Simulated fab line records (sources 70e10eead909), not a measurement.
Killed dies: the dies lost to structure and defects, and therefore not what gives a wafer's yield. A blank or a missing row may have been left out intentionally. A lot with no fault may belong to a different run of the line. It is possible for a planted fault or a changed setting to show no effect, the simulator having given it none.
fab line records + flow nand-harc
record
- lots=6
- wafers=18
- last-day=24
route steps=1159 shown A_CONTACT@897 END@1159
lots that met no fault: taken from a fault-free run of the same line
start-h: the number of hours between the record's first day and the start of the first shown wafer of the lot + wait-h: time in hours since the lot's previous step + " same as the row above + L1.1+2: a row that stands for several wafers + - no value, or no start given + * or withheld: withheld + < > ~ a bound
route shown NAME@n: a module of which the file shows steps, and the number in the route of the first + usual: the fault-free wafers' mean and standard deviation + same: alike in all rows + chamber/n: place in a boat + sites: readings site by site + _std_site: standard deviation across them + _edge_site: inner sites' mean taken away from outer sites' mean + radius-mm: how far each site lies from the wafer's centre + mask NAME#n: copy n + behind: the most recent tool/chamber to have shaped the wafer + hold: why the lot was held/for how many hours/how that ended + device: transistor that didn't switch, given as n, p or np + end of line: the same wafers' tests at the end of the route + a step with no rows: only its recipe + killed: the dies lost at the first sort to structure and to defects; this is not the yield of the wafer + map: dies across one wafer; x = killed, . = not, _ = none there
set.NAME: the setting that was run; set.NAME@STEP: the one run at that earlier step + model.NAME: the simulator's own value behind a step, which no gauge read
lots at some steps of the route; a table a step, a row a wafer
## steps
# step NHARC_A_CONTACT_OVL_MEAS_70
# usual
- overlay-x-nm=0.3/0.8
- overlay-y-nm=-0.2/0.68
| lot.wafer | tool       | chamber | start-h | wait-h | overlay-x-nm | overlay-y-nm |
|-----------|------------|---------|---------|--------|--------------|--------------|
| L898.2    | overlay-02 | -       | 388.94  | -      | 1.0          | 0.1          |
| L898.4    | "          | -       | "       | "      | 0.8          | 0.2          |
| L898.6    | "          | -       | "       | "      | 0.4          | 0.0          |
| L900.1    | overlay-02 | -       | 406.14  | -      | -0.7         | -0.9         |
| L900.2    | "          | -       | "       | "      | -0.7         | -0.1         |
| L900.5    | "          | -       | "       | "      | -0.9         | -0.7         |
| L908.2    | overlay-02 | -       | 466.19  | -      | -0.6         | 0.5          |
| L908.4    | "          | -       | "       | "      | -1.0         | 0.1          |
| L908.6    | "          | -       | "       | "      | -1.3         | 0.4          |
| L909.4    | overlay-02 | -       | 467.27  | -      | -0.2         | -0.8         |
| L909.5    | "          | -       | "       | "      | 0.7          | -1.6         |
| L909.6    | "          | -       | "       | "      | 0.0          | -1.1         |
| L913.1    | overlay-01 | -       | 484.70  | -      | 1.5          | -1.0         |
| L913.2    | "          | -       | "       | "      | 1.4          | -1.0         |
| L913.3    | "          | -       | "       | "      | 1.3          | -0.6         |
| L918.4    | overlay-02 | -       | 515.41  | -      | 0.8          | 0.5          |
| L918.5    | "          | -       | "       | "      | 0.5          | 0.1          |
| L918.6    | "          | -       | "       | "      | 0.7          | 1.0          |
# step NHARC_A_CONTACT_INSPECT_71
# usual
- raw-defect-count=30/13
| lot.wafer | tool              | chamber | start-h | wait-h | raw-defect-count |
|-----------|-------------------|---------|---------|--------|------------------|
| L898.2    | defect-inspect-01 | -       | 388.98  | 0.0    | 23               |
| L898.4    | "                 | -       | "       | "      | 19               |
| L898.6    | "                 | -       | "       | "      | 25               |
| L900.1    | defect-inspect-01 | -       | 406.17  | 0.0    | 11               |
| L900.2    | "                 | -       | "       | "      | 8                |
| L900.5    | "                 | -       | "       | "      | 8                |
| L908.2    | defect-inspect-02 | -       | 466.23  | 0.0    | 35               |
| L908.4    | "                 | -       | "       | "      | 43               |
| L908.6    | "                 | -       | "       | "      | 35               |
| L909.4    | defect-inspect-02 | -       | 467.30  | 0.0    | 39               |
| L909.5    | "                 | -       | "       | "      | 38               |
| L909.6    | "                 | -       | "       | "      | 32               |
| L913.1    | defect-inspect-01 | -       | 484.74  | 0.0    | 29               |
| L913.2    | "                 | -       | "       | "      | 23               |
| L913.3    | "                 | -       | "       | "      | 27               |
| L918.4    | defect-inspect-02 | -       | 515.44  | 0.0    | 32               |
| L918.5    | "                 | -       | "       | "      | 28               |
| L918.6    | "                 | -       | "       | "      | 35               |
# step NHARC_A_CONTACT_DESCUM_74
# recipe
- time-s=3
- o2-flow-sccm=200
- ar-flow-sccm=0
- bias-power-w=0
- chemistry=O2
# step NHARC_A_CONTACT_ETCH_75
# recipe
- target-depth-a=390
- over-etch-frac=0.3
- time-s=65
- ion-energy-ev=80
- cf4-flow-sccm=150
- ar-flow-sccm=0
- rf-w=300
- bias-w=100
- chemistry=CF4
# step NHARC_A_CONTACT_ETCH_76
# recipe
- target-depth-a=2600
- over-etch-frac=0.3
- time-s=475.3
- ion-energy-ev=200
- n2-flow-sccm=150
- h2-flow-sccm=150
- ar-flow-sccm=0
- rf-w=400
- bias-w=150
- chemistry=N2/H2
# step NHARC_A_CONTACT_ETCH_77
# recipe
- target-depth-a=726
- time-s=36.3
- cf4-flow-sccm=100
- chf3-flow-sccm=30
- ar-flow-sccm=0
- rf-w=500
- bias-w=200
- chemistry=CF4/CHF3
# step NHARC_A_CONTACT_ETCH_78
# recipe
- target-depth-a=28000
- over-etch-frac=0.3
- time-s=728
- ion-energy-ev=150
- o2-flow-sccm=400
- cos-flow-sccm=20
- ar-flow-sccm=0
- rf-w=500
- bias-w=300
- chemistry=O2/COS
# step NHARC_A_CONTACT_ETCH_124
# recipe
- source-w=withheld
- pressure-mtorr=20
- bias-v=withheld
- time-s=140
- target-depth-a=7000
- ar-flow-sccm=withheld
- c4f8-flow-sccm=withheld
- o2-flow-sccm=withheld
- chemistry=C4F8/O2/Ar
# step NHARC_A_CONTACT_ETCH_125
# recipe
- source-w=withheld
- pressure-mtorr=20
- bias-v=1200
- time-s=155
- target-depth-a=9560
- ar-flow-sccm=withheld
- c4f8-flow-sccm=withheld
- o2-flow-sccm=withheld
- chemistry=C4F8/O2/Ar
| lot.wafer | tool            | chamber | start-h | wait-h | rf-hours-counter-h |
|-----------|-----------------|---------|---------|--------|--------------------|
| L898.2    | har-cap-etch-02 | 0       | 390.39  | 0.2    | 15                 |
| L898.4    | "               | 1       | "       | "      | -                  |
| L898.6    | "               | 1       | "       | "      | -                  |
| L900.1    | har-cap-etch-02 | 0       | 407.66  | 0.2    | 17                 |
| L900.2    | "               | 1       | "       | "      | 17                 |
| L900.5    | "               | 1       | "       | "      | -                  |
| L908.2    | har-cap-etch-03 | 0       | 467.68  | 0.2    | 96                 |
| L908.4    | "               | 1       | "       | "      | -                  |
| L908.6    | "               | 1       | "       | "      | -                  |
| L909.4    | har-cap-etch-02 | 0       | 468.73  | 0.1    | -                  |
| L909.5    | "               | 0       | "       | "      | -                  |
| L909.6    | "               | 1       | "       | "      | -                  |
| L913.2    | har-cap-etch-02 | 1       | 486.13  | 0.2    | 30                 |
| L913.1    | "               | 0       | "       | "      | 30                 |
| L913.3    | "               | 0       | "       | "      | -                  |
| L918.4    | har-cap-etch-01 | 0       | 516.94  | 0.1    | -                  |
| L918.6    | "               | 1       | "       | "      | -                  |
| L918.5    | "               | 0       | "       | "      | -                  |
# step NHARC_A_CONTACT_ETCH_126
# recipe
- source-w=withheld
- pressure-mtorr=20
- bias-v=1200
- time-s=155
- target-depth-a=9560
- ar-flow-sccm=withheld
- c4f8-flow-sccm=withheld
- o2-flow-sccm=withheld
- chemistry=C4F8/O2/Ar
# step NHARC_A_CONTACT_ETCH_127
# recipe
- source-w=withheld
- pressure-mtorr=20
- bias-v=1200
- time-s=155
- target-depth-a=9560
- ar-flow-sccm=withheld
- c4f8-flow-sccm=withheld
- o2-flow-sccm=withheld
- chemistry=C4F8/O2/Ar
| lot.wafer | tool            | chamber | start-h | wait-h | rf-hours-counter-h |
|-----------|-----------------|---------|---------|--------|--------------------|
| L898.2    | har-cap-etch-02 | 0       | 390.67  | 0.1    | 15                 |
| L898.4    | "               | 1       | "       | "      | -                  |
| L898.6    | "               | 1       | "       | "      | -                  |
| L900.1    | har-cap-etch-02 | 0       | 407.94  | 0.1    | 17                 |
| L900.2    | "               | 1       | "       | "      | 17                 |
| L900.5    | "               | 1       | "       | "      | -                  |
| L908.2    | har-cap-etch-03 | 0       | 467.96  | 0.1    | 96                 |
| L908.4    | "               | 1       | "       | "      | -                  |
| L908.6    | "               | 1       | "       | "      | -                  |
| L909.4    | har-cap-etch-02 | 0       | 469.02  | 0.1    | -                  |
| L909.5    | "               | 0       | "       | "      | -                  |
| L909.6    | "               | 1       | "       | "      | -                  |
| L913.2    | har-cap-etch-02 | 1       | 486.42  | 0.1    | 30                 |
| L913.1    | "               | 0       | "       | "      | 30                 |
| L913.3    | "               | 0       | "       | "      | -                  |
| L918.4    | har-cap-etch-01 | 0       | 517.23  | 0.1    | -                  |
| L918.6    | "               | 1       | "       | "      | -                  |
| L918.5    | "               | 0       | "       | "      | -                  |
# step NHARC_A_CONTACT_ETCH_128
# recipe
- source-w=withheld
- pressure-mtorr=20
- bias-v=1200
- time-s=155
- target-depth-a=9560
- ar-flow-sccm=withheld
- c4f8-flow-sccm=withheld
- o2-flow-sccm=withheld
- chemistry=C4F8/O2/Ar
| lot.wafer | tool            | chamber | start-h | wait-h | rf-hours-counter-h |
|-----------|-----------------|---------|---------|--------|--------------------|
| L898.2    | har-cap-etch-02 | 0       | 390.81  | 0.1    | 15                 |
| L898.4    | "               | 1       | "       | "      | -                  |
| L898.6    | "               | 1       | "       | "      | -                  |
| L900.1    | har-cap-etch-02 | 0       | 408.09  | 0.1    | 17                 |
| L900.2    | "               | 1       | "       | "      | 17                 |
| L900.5    | "               | 1       | "       | "      | -                  |
| L908.2    | har-cap-etch-03 | 0       | 468.10  | 0.1    | 96                 |
| L908.4    | "               | 1       | "       | "      | -                  |
| L908.6    | "               | 1       | "       | "      | -                  |
| L909.4    | har-cap-etch-02 | 0       | 469.16  | 0.1    | -                  |
| L909.5    | "               | 0       | "       | "      | -                  |
| L909.6    | "               | 1       | "       | "      | -                  |
| L913.2    | har-cap-etch-02 | 1       | 486.56  | 0.1    | 30                 |
| L913.1    | "               | 0       | "       | "      | 30                 |
| L913.3    | "               | 0       | "       | "      | -                  |
| L918.4    | har-cap-etch-01 | 0       | 517.37  | 0.1    | -                  |
| L918.6    | "               | 1       | "       | "      | -                  |
| L918.5    | "               | 0       | "       | "      | -                  |
# step NHARC_A_CONTACT_ETCH_129
# recipe
- source-w=withheld
- pressure-mtorr=20
- bias-v=1200
- time-s=155
- target-depth-a=9560
- ar-flow-sccm=withheld
- c4f8-flow-sccm=withheld
- o2-flow-sccm=withheld
- chemistry=C4F8/O2/Ar
| lot.wafer | tool            | chamber | start-h | wait-h | rf-hours-counter-h |
|-----------|-----------------|---------|---------|--------|--------------------|
| L898.2    | har-cap-etch-02 | 0       | 390.95  | 0.1    | 16                 |
| L898.4    | "               | 1       | "       | "      | -                  |
| L898.6    | "               | 1       | "       | "      | -                  |
| L900.1    | har-cap-etch-02 | 0       | 408.23  | 0.1    | 18                 |
| L900.2    | "               | 1       | "       | "      | 18                 |
| L900.5    | "               | 1       | "       | "      | -                  |
| L908.2    | har-cap-etch-03 | 0       | 468.24  | 0.1    | 96                 |
| L908.4    | "               | 1       | "       | "      | -                  |
| L908.6    | "               | 1       | "       | "      | -                  |
| L909.4    | har-cap-etch-02 | 0       | 469.30  | 0.1    | -                  |
| L909.5    | "               | 0       | "       | "      | -                  |
| L909.6    | "               | 1       | "       | "      | -                  |
| L913.2    | har-cap-etch-02 | 1       | 486.71  | 0.1    | 31                 |
| L913.1    | "               | 0       | "       | "      | 31                 |
| L913.3    | "               | 0       | "       | "      | -                  |
| L918.4    | har-cap-etch-01 | 0       | 517.51  | 0.1    | -                  |
| L918.6    | "               | 1       | "       | "      | -                  |
| L918.5    | "               | 0       | "       | "      | -                  |
# step NHARC_A_CONTACT_ETCH_130
# recipe
- source-w=withheld
- pressure-mtorr=20
- bias-v=1200
- time-s=155
- target-depth-a=9560
- ar-flow-sccm=withheld
- c4f8-flow-sccm=withheld
- o2-flow-sccm=withheld
- chemistry=C4F8/O2/Ar
# step NHARC_A_CONTACT_ETCH_131
# recipe
- source-w=withheld
- pressure-mtorr=20
- bias-v=1200
- time-s=155
- target-depth-a=9560
- ar-flow-sccm=withheld
- c4f8-flow-sccm=withheld
- o2-flow-sccm=withheld
- chemistry=C4F8/O2/Ar
| lot.wafer | tool            | chamber | start-h | wait-h | rf-hours-counter-h |
|-----------|-----------------|---------|---------|--------|--------------------|
| L898.2    | har-cap-etch-02 | 0       | 391.24  | 0.1    | 16                 |
| L898.4    | "               | 1       | "       | "      | -                  |
| L898.6    | "               | 1       | "       | "      | -                  |
| L900.1    | har-cap-etch-02 | 0       | 408.51  | 0.1    | 18                 |
| L900.2    | "               | 1       | "       | "      | 18                 |
| L900.5    | "               | 1       | "       | "      | -                  |
| L908.2    | har-cap-etch-03 | 0       | 468.53  | 0.1    | 96                 |
| L908.4    | "               | 1       | "       | "      | -                  |
| L908.6    | "               | 1       | "       | "      | -                  |
| L909.4    | har-cap-etch-02 | 0       | 469.58  | 0.1    | -                  |
| L909.5    | "               | 0       | "       | "      | -                  |
| L909.6    | "               | 1       | "       | "      | -                  |
| L913.2    | har-cap-etch-02 | 1       | 486.99  | 0.1    | 31                 |
| L913.1    | "               | 0       | "       | "      | 31                 |
| L913.3    | "               | 0       | "       | "      | -                  |
| L918.4    | har-cap-etch-01 | 0       | 517.80  | 0.1    | -                  |
| L918.6    | "               | 1       | "       | "      | -                  |
| L918.5    | "               | 0       | "       | "      | -                  |
# step NHARC_A_CONTACT_ETCH_132
# recipe
- source-w=withheld
- pressure-mtorr=20
- bias-v=1200
- time-s=156
- target-depth-a=9580
- ar-flow-sccm=withheld
- c4f8-flow-sccm=withheld
- o2-flow-sccm=withheld
- chemistry=C4F8/O2/Ar
| lot.wafer | tool            | chamber | start-h | wait-h | rf-hours-counter-h |
|-----------|-----------------|---------|---------|--------|--------------------|
| L898.2    | har-cap-etch-02 | 0       | 391.38  | 0.1    | 16                 |
| L898.4    | "               | 1       | "       | "      | -                  |
| L898.6    | "               | 1       | "       | "      | -                  |
| L900.1    | har-cap-etch-02 | 0       | 408.65  | 0.1    | 18                 |
| L900.2    | "               | 1       | "       | "      | 18                 |
| L900.5    | "               | 1       | "       | "      | -                  |
| L908.2    | har-cap-etch-03 | 0       | 468.67  | 0.1    | 97                 |
| L908.4    | "               | 1       | "       | "      | -                  |
| L908.6    | "               | 1       | "       | "      | -                  |
| L909.4    | har-cap-etch-02 | 0       | 469.73  | 0.1    | -                  |
| L909.5    | "               | 0       | "       | "      | -                  |
| L909.6    | "               | 1       | "       | "      | -                  |
| L913.2    | har-cap-etch-02 | 1       | 487.13  | 0.1    | 31                 |
| L913.1    | "               | 0       | "       | "      | 31                 |
| L913.3    | "               | 0       | "       | "      | -                  |
| L918.4    | har-cap-etch-01 | 0       | 517.94  | 0.1    | -                  |
| L918.6    | "               | 1       | "       | "      | -                  |
| L918.5    | "               | 0       | "       | "      | -                  |
# step NHARC_A_CONTACT_ETCH_133
# recipe
- source-w=withheld
- pressure-mtorr=20
- bias-v=400
- time-s=195
- target-depth-a=8400
- ar-flow-sccm=withheld
- c4f8-flow-sccm=11.5
- o2-flow-sccm=7.2
- chemistry=C4F8/O2/Ar
# step NHARC_A_CONTACT_ETCH_91
# recipe
- target-depth-a=400
- over-etch-frac=0.5
- time-s=85.7
- ion-energy-ev=120
- ch3f-flow-sccm=50
- o2-flow-sccm=30
- ar-flow-sccm=200
- rf-w=500
- bias-w=100
- chemistry=CH3F/O2
# step NHARC_A_CONTACT_ETCH_97
# recipe
- target-depth-a=200
- over-etch-frac=0.5
- time-s=10
- ion-energy-ev=250
- c4f6-flow-sccm=25
- o2-flow-sccm=20
- ar-flow-sccm=500
- rf-w=600
- bias-w=500
- chemistry=C4F6/O2
# step NHARC_A_CONTACT_CD_MEAS_80
# usual
- cd-nm=189.7/0.84
| lot.wafer | tool      | chamber | start-h | wait-h | cd-nm |
|-----------|-----------|---------|---------|--------|-------|
| L898.2    | cd-sem-02 | -       | 392.28  | -      | 190.7 |
| L898.4    | "         | -       | "       | "      | 190.8 |
| L898.6    | "         | -       | "       | "      | 191.1 |
| L900.1    | cd-sem-01 | -       | 409.70  | -      | 189.8 |
| L900.2    | "         | -       | "       | "      | 189.5 |
| L900.5    | "         | -       | "       | "      | 189.6 |
| L908.2    | cd-sem-03 | -       | 469.91  | -      | 190.3 |
| L908.4    | "         | -       | "       | "      | 189.9 |
| L908.6    | "         | -       | "       | "      | 190.0 |
| L909.4    | cd-sem-01 | -       | 470.63  | -      | 189.8 |
| L909.5    | "         | -       | "       | "      | 189.6 |
| L909.6    | "         | -       | "       | "      | 188.9 |
| L913.1    | cd-sem-02 | -       | 488.06  | -      | 189.3 |
| L913.2    | "         | -       | "       | "      | 189.2 |
| L913.3    | "         | -       | "       | "      | 188.7 |
| L918.4    | cd-sem-02 | -       | 518.83  | -      | 190.4 |
| L918.5    | "         | -       | "       | "      | 190.8 |
| L918.6    | "         | -       | "       | "      | 190.7 |
# step NHARC_A_CONTACT_STRIP_103
# recipe
- n2-flow-sccm=150
- h2-flow-sccm=150
- ar-flow-sccm=0
- bias-w=0
- chemistry=N2/H2
# step NHARC_A_CONTACT_STRIP_104
# recipe
- cf4-flow-sccm=100
- chf3-flow-sccm=30
- ar-flow-sccm=0
- bias-w=0
- chemistry=CF4/CHF3
# step NHARC_A_CONTACT_STRIP_105
# recipe
- o2-flow-sccm=400
- cos-flow-sccm=20
- ar-flow-sccm=0
- bias-w=0
- chemistry=O2/COS
# step NHARC_A_CONTACT_ETCH_106
# recipe
- target-depth-a=600
- overetch-a=60
- time-s=33
- ion-energy-ev=100
- cf4-flow-sccm=80
- o2-flow-sccm=20
- ar-flow-sccm=0
- rf-w=300
- bias-w=100
- chemistry=CF4/O2
# step NHARC_A_CONTACT_STRIP_82
# recipe
- o2-flow-sccm=500
- ar-flow-sccm=0
- bias-w=0
- chemistry=O2
# step NHARC_A_CONTACT_STRIP_83
# recipe
- time-s=600
- temp-c=30
- chemistry=post-etch-residue-remover
# step NHARC_A_CONTACT_DEP_84
# recipe
- target-thk-a=20000
- temp-c=400
- material=aC
# step NHARC_A_CONTACT_DEP_85
# recipe
- target-thk-a=500
- target-thk-nm=50
- temp-c=400
- pressure-torr=3.5
- flow-sccm=200
- rf-w=350
- material=SiON
# step NHARC_A_CONTACT_DEHYDRATE_00
# recipe
- temp-c=150
- time-s=120
# step NHARC_A_CONTACT_HMDS_01
# recipe
- time-s=30
# step NHARC_A_CONTACT_COAT_86
# recipe
- temp-c=260
- time-s=75
# step NHARC_A_CONTACT_COAT_87
# recipe
- temp-c=225
- time-s=65
# step NHARC_A_CONTACT_COAT_02
# recipe
- spin-rpm=1500
- resist-thk-nm=90
# step NHARC_A_CONTACT_SOFTBAKE_03
# recipe
- temp-c=105
- time-s=55
# step NHARC_A_CONTACT_EBR_04
# step NHARC_A_CONTACT_EXPOSE_05
# recipe
- na=1.35
- sigma-outer=0.8
- dose-mj=84.24
- mask-id=A_CC
# step NHARC_A_CONTACT_PEB_06
# recipe
- peb-temp-c=100
- peb-time-s=65
# step NHARC_A_CONTACT_DEVELOP_07
# recipe
- develop-time-s=35
- dev-temp-c=23
# step NHARC_A_CONTACT_CD_MEAS_08
# recipe
- target-cd-nm=100
- landing-energy-ev=500
# usual
- cd-nm=99.6/0.61
| lot.wafer | tool      | chamber | start-h | wait-h | cd-nm |
|-----------|-----------|---------|---------|--------|-------|
| L898.2    | cd-sem-02 | 0       | 395.10  | -      | 99.6  |
| L898.4    | "         | 0       | "       | "      | 99.4  |
| L898.6    | "         | 0       | "       | "      | 100.5 |
| L900.1    | cd-sem-01 | 0       | 416.65  | -      | 100.0 |
| L900.2    | "         | 0       | "       | "      | 100.9 |
| L900.5    | "         | 0       | "       | "      | 99.8  |
| L908.2    | cd-sem-02 | 0       | 473.14  | -      | 100.8 |
| L908.4    | "         | 0       | "       | "      | 100.8 |
| L908.6    | "         | 0       | "       | "      | 100.9 |
| L909.4    | cd-sem-02 | 0       | 473.78  | -      | 99.1  |
| L909.5    | "         | 0       | "       | "      | 98.6  |
| L909.6    | "         | 0       | "       | "      | 99.4  |
| L913.1    | cd-sem-03 | 0       | 492.92  | -      | 99.5  |
| L913.2    | "         | 0       | "       | "      | 98.7  |
| L913.3    | "         | 0       | "       | "      | 99.4  |
| L918.4    | cd-sem-01 | 0       | 522.12  | -      | 100.3 |
| L918.5    | "         | 0       | "       | "      | 100.3 |
| L918.6    | "         | 0       | "       | "      | 99.8  |
# step NHARC_A_CONTACT_OVL_MEAS_09
# usual
- overlay-x-nm=-0.4/0.91
- overlay-y-nm=0.0/0.95
| lot.wafer | tool       | chamber | start-h | wait-h | overlay-x-nm | overlay-y-nm |
|-----------|------------|---------|---------|--------|--------------|--------------|
| L898.2    | overlay-02 | -       | 395.19  | -      | -0.7         | 0.9          |
| L898.4    | "          | -       | "       | "      | -0.9         | 0.6          |
| L898.6    | "          | -       | "       | "      | -0.9         | 0.7          |
| L900.1    | overlay-01 | -       | 416.74  | -      | 1.0          | 0.5          |
| L900.2    | "          | -       | "       | "      | 0.9          | 0.2          |
| L900.5    | "          | -       | "       | "      | 0.9          | 0.4          |
| L908.2    | overlay-01 | -       | 473.23  | -      | -2.4         | -1.0         |
| L908.4    | "          | -       | "       | "      | -2.1         | -1.3         |
| L908.6    | "          | -       | "       | "      | -2.4         | -1.0         |
| L909.4    | overlay-02 | -       | 473.86  | -      | 0.3          | 0.1          |
| L909.5    | "          | -       | "       | "      | -0.3         | 0.3          |
| L909.6    | "          | -       | "       | "      | 0.8          | 0.5          |
| L913.1    | overlay-02 | -       | 493.01  | -      | -1.7         | -0.4         |
| L913.2    | "          | -       | "       | "      | -1.6         | 0.1          |
| L913.3    | "          | -       | "       | "      | -1.8         | -0.2         |
| L918.4    | overlay-02 | -       | 522.20  | -      | -0.2         | 0.3          |
| L918.5    | "          | -       | "       | "      | 0.3          | 0.6          |
| L918.6    | "          | -       | "       | "      | -0.2         | 0.3          |
# step NHARC_A_CONTACT_DESCUM_13
# recipe
- time-s=3
- o2-flow-sccm=200
- ar-flow-sccm=0
- bias-power-w=0
- chemistry=O2
# step NHARC_END_SORT_01
# recipe
- temp-c=25
# usual
- killed-at-array=29/10
- killed-at-other=0.7/1.1
- killed-at-periphery=3.3/2.4
- killed-dies=33/11
- killed-open=3.3/2
- killed-short=1.9/1.3
# same
- gross-dies=677
| lot.wafer | tool      | chamber | start-h | wait-h | killed-at-array | killed-at-other | killed-at-periphery | killed-dies | killed-open | killed-short |
|-----------|-----------|---------|---------|--------|-----------------|-----------------|---------------------|-------------|-------------|--------------|
| L900.1    | prober-02 | 0       | 471.97  | 2.5    | 10              | 1               | 4                   | 15          | 1           | 3            |
| L900.2    | prober-02 | 0       | 472.78  | 2.8    | 6               | 1               | 0                   | 7           | 1           | 1            |
| L900.5    | prober-02 | 0       | 475.22  | 3.8    | 13              | 1               | 3                   | 17          | 3           | 1            |
| L909.4    | prober-02 | 0       | 543.04  | 3.4    | 121             | 1               | 4                   | 126         | 1           | 3            |
| L909.5    | prober-02 | 0       | 543.84  | 3.7    | 123             | 2               | 3                   | 128         | 2           | 1            |
| L909.6    | prober-02 | 0       | 544.64  | 4.0    | 120             | 2               | 8                   | 130         | 8           | 1            |
| L913.1    | prober-02 | 0       | 565.57  | 2.5    | 111             | 1               | 0                   | 112         | 0           | 1            |
| L913.2    | prober-02 | 0       | 566.35  | 2.8    | 106             | 0               | 1                   | 107         | 1           | 0            |
| L913.3    | prober-02 | 0       | 567.14  | 3.1    | 110             | 0               | 3                   | 113         | 4           | 4            |
# killed by level:class
L900.1 A_STAIRCASE:chamber-film-flake=3 P_CONTACT:geometric-particle:short=2 A_CONTACT:chamber-film-flake=2 P_CONTACT:geometric-particle:open=1 A_ONON_D1:geometric-particle:short=1 A_BLC:chamber-film-flake=1 P_M1:chamber-film-flake=1 A_ZERO_WELL:chamber-film-flake=1
L900.2 A_CONTACT:chamber-film-flake=2 A_CONTACT:geometric-particle:open=1 A_M1:geometric-particle:short=1 A_CHANNEL_HOLE_D1:chamber-film-flake=1 A_CHANNEL_FILL_D1:chamber-film-flake=1 THIN_TSV:chamber-film-flake=1
L900.5 A_CHANNEL_HOLE_D1:chamber-film-flake=3 A_STAIRCASE:chamber-film-flake=3 P_GATE:chamber-film-flake=2 A_CONTACT:chamber-film-flake=2 A_BLC:chamber-film-flake=2 P_CONTACT:geometric-particle:open=1 A_ONON_D1:geometric-particle:open=1 A_CONTACT:geometric-particle:open=1
L909.4 A_CONTACT:unspecified=90 A_CHANNEL_HOLE_D1:chamber-film-flake=20 A_CONTACT:chamber-film-flake=6 A_CHANNEL_FILL_D1:geometric-particle:short=2 P_M1:chamber-film-flake=2 A_CONTACT:geometric-particle:short=1 P_ZERO_WELL:chamber-film-flake=1 P_GATE:chamber-film-flake=1
L909.5 A_CONTACT:unspecified=91 A_CHANNEL_HOLE_D1:chamber-film-flake=22 A_CONTACT:chamber-film-flake=6 A_STAIRCASE:chamber-film-flake=2 THIN_TSV:chamber-film-flake=2 P_CONTACT:geometric-particle:open=1 A_CHANNEL_FILL_D1:geometric-particle:short=1 A_CONTACT:geometric-particle:open=1
L909.6 A_CONTACT:unspecified=89 A_CHANNEL_HOLE_D1:chamber-film-flake=21 P_GATE:chamber-film-flake=5 A_ONON_D1:geometric-particle:open=2 THIN_TSV:chamber-film-flake=2 P_M0:geometric-particle:open=1 P_M1:geometric-particle:short=1 A_CHANNEL_FILL_D1:geometric-particle:open=1
L913.1 A_CONTACT:unspecified=85 A_SLIT:chamber-film-flake=16 A_CHANNEL_HOLE_D1:chamber-film-flake=8 A_M0:geometric-particle:short=1 A_CONTACT:chamber-film-flake=1 THIN_TSV:chamber-film-flake=1
L913.2 A_CONTACT:unspecified=90 A_SLIT:chamber-film-flake=11 A_CHANNEL_HOLE_D1:chamber-film-flake=2 A_CHANNEL_FILL_D1:geometric-particle:open=1 P_GATE:chamber-film-flake=1 A_STAIRCASE:chamber-film-flake=1 A_CONTACT:chamber-film-flake=1
L913.3 A_CONTACT:unspecified=82 A_SLIT:chamber-film-flake=17 A_CHANNEL_FILL_D1:geometric-particle:open=2 A_CHANNEL_FILL_D1:geometric-particle:short=2 P_GATE:chamber-film-flake=2 A_CHANNEL_HOLE_D1:chamber-film-flake=2 P_CONTACT:geometric-particle:open=1 A_WL_FILL:geometric-particle:short=1
# map L909.6 (x killed, . not)
____________.____________
_________......._________
_______........x.._______
______.......x..x.x______
_____..........x.x.._____
____..........x..xxxx____
____...........x.xx..____
___.........x..xxxx.x.___
___...........xxxx..x.___
__.............xxx....x__
__......x..............__
_..............x........_
_......................._
_......................._
_......................._
_......................._
.........................
..............x..........
.........................
......x....x.............
.........................
_x..............x......._
_.....x.........x..x...._
_..............xxxxx...._
_.x...........xxxxxx...._
_............xxxxxxx...._
__...........xxxxxxxxx.__
__............xxxxxxxx.__
___..........xxxxxxxxx___
___....x.....xxxxxxxx.___
____........xxxxxxxxx____
____.........xxxxxxxx____
_____......x.xxxxxxx_____
______.......xxxxxx______
_______..x.....xxx_______
_________.....xx_________
____________.____________
# map L913.3 (x killed, . not)
____________.____________
_________......._________
_______xx........._______
______xxxxx........______
_____xxxxxx.x......._____
____xxxxxxx..........____
____xxxxxxx..........____
___xxxxxxxx...........___
___xxxxxxxx...........___
__xxxxxxxxx............__
__xxxxxxxxx..........x.__
_..xxxxxxxx...x........._
_...xxxxxxx......x......_
_...xxxxx.......x......._
_....x...x...xxxx.x....._
_............x.x........_
x............x.xx........
...............x.xx......
..............x.xx.......
....x....................
x.............x..........
_...x..................._
_......................._
_...............x......._
_......................._
_......................._
__.....................__
__.....................__
___...................___
___.................x.___
____.................____
____.................____
_____..............x_____
______.............______
_______.....x....._______
_________......._________
____________.____________
## key
first-sign
- step=NHARC_END_SORT_01
- reading=killed-at-array
- direction=up
- sigmas=8.4
- usual=29
- struck=115
effect
- step=NHARC_END_SORT_01
- reading=killed-dies
- direction=up
- sigmas=7.9
- usual=33
- struck=119
more-kills-born-at
- NHARC_A_CONTACT_ETCH_129@har-cap-etch-02=526
met-at NHARC_A_CONTACT_ETCH_129
struck-wafers L909.4,L909.5,L909.6,L913.1,L913.2,L913.3
tester-left-out L909,L913
onset-between 408.23 469.30
also-fits NHARC_A_CONTACT_ETCH_125:har-cap-etch-02,NHARC_A_CONTACT_ETCH_127:har-cap-etch-02,NHARC_A_CONTACT_ETCH_128:har-cap-etch-02,NHARC_A_CONTACT_ETCH_131:har-cap-etch-02
fault
- kind=chamber-particle-source
- tool=har-cap-etch-02
- chamber=-
- onset-h=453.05
- steps=NHARC_A_CONTACT_ETCH_129
- rate-per-visit-cm2=2.2199
- end-h=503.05
# tester-left-out: of these lots the tester's yield and bins aren't shown, on N5 and GAA mostly nor the transistor test; their killed dies are dies lost to structure and defects alone, not to doping, threshold or leakage, so they don't give the yield
